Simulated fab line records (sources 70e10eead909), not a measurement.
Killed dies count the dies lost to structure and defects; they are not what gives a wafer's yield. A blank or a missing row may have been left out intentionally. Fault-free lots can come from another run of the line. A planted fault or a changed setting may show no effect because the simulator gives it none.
The tool behind it: which one?    flow nand harc    10 lots with 29 wafers sampled at 9 steps, on a route of 1302 steps

== WHAT THE GAUGES SHOWED, per wafer ==
NHARC_A_CHANNEL_HOLE_D2_CD_MEAS_10: the cd target is 100 nm.
lot   measured      on         cd nm (nm)
L976  day 14 04:52  cd sem-03  100.2 99.4 100.3
L977  day 14 16:43  cd sem-03  99.9 100.0 100.0
L981  day 15 20:37  cd sem-03  100.1 100.3 99.0
L983  day 16 08:29  cd sem-01  99.1 99.5 99.1
L984  day 16 23:08  cd sem-02  100.6 100.1 100.8
L985  day 16 21:13  cd sem-01  100.2 99.8 100.4
L986  day 18 02:25  cd sem-01  100.0 100.5 100.5
L996  day 21 21:31  cd sem-03  62.3 101.3
L995  day 21 19:38  cd sem-03  62.1 101.2 101.1
L998  day 22 06:53  cd sem-01  100.2 99.8 100.6

NHARC_A_CHANNEL_HOLE_D2_CD_MEAS_18.
lot   measured      on         cd nm (nm)
L976  day 14 06:10  cd sem-02  100.6 100.8 101.2
L977  day 14 18:00  cd sem-01  97.6 93.4 96.9
L981  day 15 21:55  cd sem-02  100.0 97.3 101.3
L983  day 16 09:59  cd sem-02  96.9 98.9 98.1
L984  day 17 00:26  cd sem-02  99.4 94.4 97.1
L985  day 16 22:32  cd sem-01  102.9 100.0 99.7
L986  day 18 03:43  cd sem-02  99.8 101.5 103.4
L996  day 21 23:28  cd sem-01  63.5 98.3
L995  day 21 21:09  cd sem-01  63.2 98.3 102.4
L998  day 22 08:11  cd sem-01  98.9 101.6 101.5

NHARC_A_CHANNEL_HOLE_D2_CD_MEAS_31.
lot   measured      on         cd nm (nm)
L976  day 14 11:45  cd sem-02  92.0 88.2 89.2
L977  day 14 23:37  cd sem-02  90.2 91.2 92.2
L981  day 16 04:05  cd sem-01  89.5 88.6 91.3
L983  day 16 15:35  cd sem-03  88.3 90.7 89.9
L984  day 17 10:19  cd sem-01  88.4 88.4 89.3
L985  day 17 06:08  cd sem-02  87.0 87.9 88.3
L986  day 18 10:17  cd sem-03  89.6 89.7 88.9
L996  day 22 05:04  cd sem-02  50.1 88.8
L995  day 22 02:44  cd sem-01  50.9 90.8 91.0
L998  day 22 20:32  cd sem-02  88.6 90.4 89.5

NHARC_END_SORT_01.
lot   measured      on         killed at array  killed at other  killed at periphery  killed dies  killed open  killed short
L996  day 33 21:54  prober-01  672 47           2 0              3 2                  677 49       2 3          3 2
L995  day 33 04:44  prober-01  673 62 57        2 1 0            2 2 2                677 65 59    3 7 3        2 1 0

== EACH LOT AND THE TOOL THAT RAN IT (in order: tool; ch and the chambers of the sampled wafers; start) ==
lot   NHARC_A_CHANNEL_HOLE_D1_ETCH_33   NHARC_A_CHANNEL_FILL_D1_ETCHBACK_19  NHARC_A_CHANNEL_HOLE_D2_PEB_08     NHARC_A_CHANNEL_HOLE_D2_ETCH_24   NHARC_A_CHANNEL_HOLE_D2_XSEM_32
L976  har etch-01 ch 0,1, day 9 06:04   rie si-02 ch 0,1, day 10 08:19       litho track-04 ch 0, day 14 04:47  har etch-01 ch 0,1, day 14 08:22  xsem-01 ch 0, day 14 11:50
L977  har etch-02 ch 0, day 9 22:47     rie si-02 ch 1,2,3, day 11 01:37     litho track-06 ch 0, day 14 16:38  har etch-01 ch 0, day 14 20:13    xsem-02 ch 0, day 14 23:43
L981  har etch-01 ch 0,1, day 11 10:50  rie si-03 ch 1,2,3, day 12 12:49     litho track-04 ch 0, day 15 20:32  har etch-01 ch 0,1, day 16 00:49  xsem-01 ch 0, day 16 04:11
L983  har etch-01 ch 0,1, day 11 22:29  rie si-04 ch 0,1,3, day 13 00:50     litho track-06 ch 0, day 16 08:24  har etch-02 ch 0,1, day 16 12:11  xsem-02 ch 0, day 16 15:40
L984  har etch-02 ch 0,1, day 12 12:11  rie si-04 ch 2,3, day 13 14:18       litho track-01 ch 0, day 16 23:04  har etch-01 ch 0,1, day 17 07:02  xsem-02 ch 0, day 17 10:25
L985  har etch-01 ch 0,1, day 12 15:26  rie si-03 ch 0,1, day 13 18:11       litho track-01 ch 0, day 16 21:08  har etch-01 ch 0,1, day 17 03:08  xsem-01 ch 0, day 17 06:14
L986  har etch-01 ch 0,1, day 13 16:26  rie si-04 ch 0,1,2, day 14 18:34     litho track-04 ch 0, day 18 02:20  har etch-02 ch 0,1, day 18 06:54  xsem-02 ch 0, day 18 10:23
L996  har etch-01 ch 0,1, day 17 13:01  rie si-04 ch 2,3, day 18 14:58       litho track-01 ch 0, day 21 21:26  har etch-02 ch 0,1, day 22 01:56  xsem-01 ch 0, day 22 05:09
L995  har etch-02 ch 0,1, day 17 14:00  rie si-02 ch 0,3, day 18 19:10       litho track-01 ch 0, day 21 19:34  har etch-01 ch 0,1, day 21 23:29  xsem-02 ch 0, day 22 02:49
L998  har etch-02 ch 0, day 17 22:50    rie si-03 ch 0,1,3, day 19 00:40     litho track-04 ch 0, day 22 06:47  har etch-01 ch 1, day 22 17:05    xsem-02 ch 0, day 22 20:37
- NHARC_A_CHANNEL_HOLE_D1_ETCH_33: etches the open film in C4F8/O2/Ar, time 90 s, target depth 400 nm.
- NHARC_A_CHANNEL_FILL_D1_ETCHBACK_19: etches the open film in HBr/Cl2, target depth 5 nm, time 1.7 s.
- NHARC_A_CHANNEL_HOLE_D2_PEB_08: peb time 65 s.
- NHARC_A_CHANNEL_HOLE_D2_ETCH_24: etches the open film in C4F8/O2/Ar, time 906.2 s, target depth 1500 nm.
- NHARC_A_CHANNEL_HOLE_D2_XSEM_32

== WHAT THE TOOLS THEMSELVES READ (means of the sampled wafers that have a number; where no wafer has one, the mark that the record gives instead) ==
NHARC_A_CHANNEL_HOLE_D1_ETCH_33.
lot   tool         bias v (V)  drypump motor current A (A)  showerhead plenum p Torr (Torr)  throttle valve pct (%)
L976  har etch-01  403         5.78                         3.61                             27.624
L977  har etch-02  403         5.69                         3.64                             27.625
L981  har etch-01  403         5.91                         3.56                             27.616
L983  har etch-01  398         5.91                         3.56                             27.604
L984  har etch-02  403         5.80                         3.55                             27.616
L985  har etch-01  398         5.93                         3.55                             27.622
L986  har etch-01  399         5.91                         3.55                             27.622
L996  har etch-01  407         5.84                         3.53                             27.619
L995  har etch-02  400         5.89                         3.97                             27.617
L998  har etch-02  395         5.70                         3.97                             27.611

NHARC_A_CHANNEL_FILL_D1_ETCHBACK_19.
lot   tool       drypump motor current A (A)  oes product au (a.u.)  throttle valve pct (%)
L976  rie si-02  6.0                          0.998                  26.407
L977  rie si-02  5.9                          1.002                  26.404
L981  rie si-03  5.5                          1.000                  26.408
L983  rie si-04  6.0                          0.999                  26.395
L984  rie si-04  6.7                          1.013                  26.406
L985  rie si-03  6.0                          1.017                  26.403
L986  rie si-04  6.0                          1.007                  26.405
L996  rie si-04  6.7                          1.007                  26.404
L995  rie si-02  5.9                          1.001                  26.416
L998  rie si-03  6.0                          1.015                  26.404

NHARC_A_CHANNEL_HOLE_D2_PEB_08.
lot   tool            heater power total W (W)
L976  litho track-04  156.2
L977  litho track-06  156.3
L981  litho track-04  156.2
L983  litho track-06  156.3
L984  litho track-01  156.9
L985  litho track-01  156.4
L986  litho track-04  156.4
L996  litho track-01  227.5
L995  litho track-01  203.3
L998  litho track-04  156.7

NHARC_A_CHANNEL_HOLE_D2_ETCH_24.
lot   tool         drypump motor current A (A)  showerhead plenum p Torr (Torr)  throttle valve pct (%)
L976  har etch-01  5.77                         3.53                             32.236
L977  har etch-01  6.06                         3.48                             32.234
L981  har etch-01  5.76                         3.52                             32.243
L983  har etch-02  5.80                         3.66                             32.238
L984  har etch-01  5.92                         3.48                             32.236
L985  har etch-01  5.91                         3.48                             32.238
L986  har etch-02  5.79                         3.91                             32.241
L996  har etch-02  5.85                         3.88                             32.238
L995  har etch-01  5.92                         3.44                             32.238
L998  har etch-01  5.64                         3.49                             32.238

NHARC_A_CHANNEL_HOLE_D2_XSEM_32.
lot   tool     bot cd nm (nm)  bow nm (nm)  tilt deg (degrees)
L976  xsem-01  74.2            8.73         0.03
L977  xsem-02  76.4            8.65         0.08
L981  xsem-01  74.7            8.80         0.12
L983  xsem-02  73.6            8.28         0.08
L984  xsem-02  74.8            8.99         0.05
L985  xsem-01  73.0            8.61         0.04
L986  xsem-02  73.8            8.77         0.05
L996  xsem-01  52.9            8.75         0.16
L995  xsem-02  61.4            8.36         0.08
L998  xsem-02  74.3            8.94         0.07

== THE ANSWER, worked out from the rows above alone ==
Rule: the usual values come from the lots themselves. Put in order of their means at a reading, lots are off if they are a third of the lots or fewer, leave a main group of 4 or more, and stand apart from it by a gap of 3 or more times the standard deviation of the main group's means; of several such gaps the widest counts. A main group whose means are all the same, to the digits that the tables above print for the reading, isn't used. A lot without any number at a reading at which 4 lots or more have one is off too. All remaining lots with rows at the step are treated as sound. Order of review: gauges by route order, followed by the tools' own readings, for which a lot's mean as printed above is used. At the first step where some lot is off, the reading lying furthest off is the one used; lots without a number count as furthest.
Off: L996, L995 (NHARC_A_CHANNEL_HOLE_D2_CD_MEAS_10, cd nm). The main group has a mean of 100.0 nm with a standard deviation of 0.36.
A tool fits if, at a process step before that reading, it ran every lot that is off, and no sound lot after the first of them. The gauges at NHARC_A_CHANNEL_HOLE_D2_CD_MEAS_10 aren't tried: what is off there is off at NHARC_A_CHANNEL_HOLE_D2_CD_MEAS_18 too, on other tools, and a gauge's error can't cause that. One fits: NHARC_A_CHANNEL_HOLE_D2_PEB_08 on litho track-01. A fault onset in the window from L984 (day 16 23:04, its last sound lot) to L995 (day 21 19:34, its first lot off) fits.
On the lots that are off, the tool's own readings at NHARC_A_CHANNEL_HOLE_D2_PEB_08 differ by more than 5 times the standard deviation of the sound lots' means, which bears it out; heater power total W reads 215.4 W there versus 156.4 W on the sound lots.

== WHAT WAS PUT IN BY THE SIMULATOR ==
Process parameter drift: litho track-01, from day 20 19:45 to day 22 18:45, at NHARC_A_CHANNEL_HOLE_D2_PEB_08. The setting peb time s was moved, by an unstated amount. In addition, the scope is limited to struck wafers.
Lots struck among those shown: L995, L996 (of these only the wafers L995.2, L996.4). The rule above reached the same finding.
